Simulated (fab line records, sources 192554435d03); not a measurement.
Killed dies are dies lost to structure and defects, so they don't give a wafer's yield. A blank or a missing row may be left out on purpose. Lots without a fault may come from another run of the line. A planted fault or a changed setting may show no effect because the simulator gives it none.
Which tool did it? | flow n5_finfet | 9 lots, 27 wafers sampled, at 1 step of a route of 1938

WHAT THE GAUGES READ, wafer by wafer
N5_BEOL_M4_RC_MEAS_101.
lot  | measured     | on        | DIBL_N (mV/V)
L145 | day 7 22:33  | prober-02 | 33.8 35.2 33.9
L146 | day 8 08:12  | prober-01 | 37.0 34.9 37.0
L155 | day 10 20:40 | prober-01 | 36.4 38.2 37.4
L157 | day 11 03:25 | prober-01 | 36.8 37.6 34.3
L160 | day 12 01:16 | prober-01 | 38.7 36.5 37.8
L161 | day 12 07:37 | prober-01 | 36.3 35.7 38.1
L163 | day 12 13:29 | prober-02 | 38.7 35.6 38.0
L167 | day 14 00:46 | prober-02 | 36.9 38.9 35.3
L168 | day 14 23:12 | prober-01 | 37.0 40.1 38.5

WHICH TOOL RAN EACH LOT (tool, then ch and the chambers of the sampled wafers, then the start)
The record holds no process step before these readings.

THE ANSWER, worked out from the rows above alone
Rule: what is usual is taken from the lots themselves. Put in order of their means at a reading, lots are off if they are a third of the lots or fewer, leave a main group of 4 or more, and stand apart from it by a gap of 3 or more times the standard deviation of the main group's means; of several such gaps the widest counts. A main group whose means are all the same, to the digits that the tables above print for the reading, isn't used. A lot without any number at a reading at which 4 lots or more have one is off too. The other lots that the step has rows for count as sound.
No lot is off at any reading shown: from this, nothing can be told.

WHAT THE SIMULATOR HAD PUT IN
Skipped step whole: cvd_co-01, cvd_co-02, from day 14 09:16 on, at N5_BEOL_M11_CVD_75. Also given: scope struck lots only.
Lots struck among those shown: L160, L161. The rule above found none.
